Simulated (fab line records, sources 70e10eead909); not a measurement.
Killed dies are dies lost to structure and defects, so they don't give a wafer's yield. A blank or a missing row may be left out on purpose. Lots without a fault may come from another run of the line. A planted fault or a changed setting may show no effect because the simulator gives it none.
A struck lot beside a sound one | flow nand_harc | 14 steps out of a route of 1302
Sound: wafers L530.3, L530.5, L530.6. Struck: wafers L538.1, L538.2, L538.3. The cause comes at the end.
At each step with rows: each side's tool, then ch and its chambers, then its first start. Under that, the readings that differ: sound wafers | struck wafers | difference of the means | sigmas: that difference in standard deviations of wafers without a fault.
alike: readings whose means differ by less than 2 such deviations, and words and numbers that are the same on both sides. not compared: withheld readings, readings that some wafer has no value for, bounds like >300 that may hide the same value, and numbers for which the record gives no deviation and whose values overlap.
The two part at a step that has a row with sigmas, a row that says differs or no value, or rows on one side only. Numbers that don't overlap but have no deviation are shown without sigmas and don't part them. A reading that every wafer of one side lacks parts them only if that side has two wafers or more.

NHARC_P_M1_CMP_23: polishes, t overpolish 20 s, target thk 157.82 nm.
  sound on cmp-03 ch 1,2, day 7 05:29; struck on cmp-04 ch 0,1,2, day 11 00:45
  alike: motor_current_A, time_to_endpoint_s
NHARC_P_M1_THK_MEAS_24: measures by xrf.
  sound on film_metro-01, day 7 05:48; struck on film_metro-01, day 11 01:04
  alike: thk_nm
then, 1 step without rows for these wafers: NHARC_P_M1_SRD_25.
NHARC_P_M1_INSPECT_27:
  sound on defect_inspect-01, day 7 05:58; struck on defect_inspect-01, day 11 01:13
  alike: raw_defect_count
NHARC_P_M1_PRE_CLEAN_32: time 12 s.
  sound on pecvd-01 ch 1,2, day 7 06:02; struck on pecvd-01 ch 0,1,2, day 11 01:17
  alike: heater_power_w
NHARC_P_M1_DEP_33: deposits SiCN, target thk 30 nm.
  sound on pecvd-01 ch 1,2, day 7 06:08; struck on pecvd-01 ch 0,1,2, day 11 01:22
  alike: heater_power_w
then, 5 steps without rows for these wafers: NHARC_P_M2_DEP_00 (deposits SiOC, target thk 182.5 nm); NHARC_P_M2_DEHYDRATE_01 (time 120 s); NHARC_P_M2_HMDS_02 (time 30 s); NHARC_P_M2_COAT_34 (time 65 s); NHARC_P_M2_COAT_03 (resist thk 90 nm).
NHARC_P_M2_SOFTBAKE_04: time 55 s.
  sound on litho_track-01 ch 0, day 7 06:00; struck on litho_track-04 ch 0, day 11 02:00
  reading                  | sound                | struck               | difference | sigmas
  heater_power_total_W (W) | 188.38 188.40 188.35 | 190.05 190.05 190.11 | +1.69      | +13
then, 2 steps without rows for these wafers: NHARC_P_M2_EBR_05; NHARC_END_SORT_01.

WHERE THEY PART
Only at NHARC_P_M2_SOFTBAKE_04, within this record.

WHY: what the simulator had put in
Process parameter drift: litho_track-04, from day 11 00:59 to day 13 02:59, at NHARC_P_M2_SOFTBAKE_04. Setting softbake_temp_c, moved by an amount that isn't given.
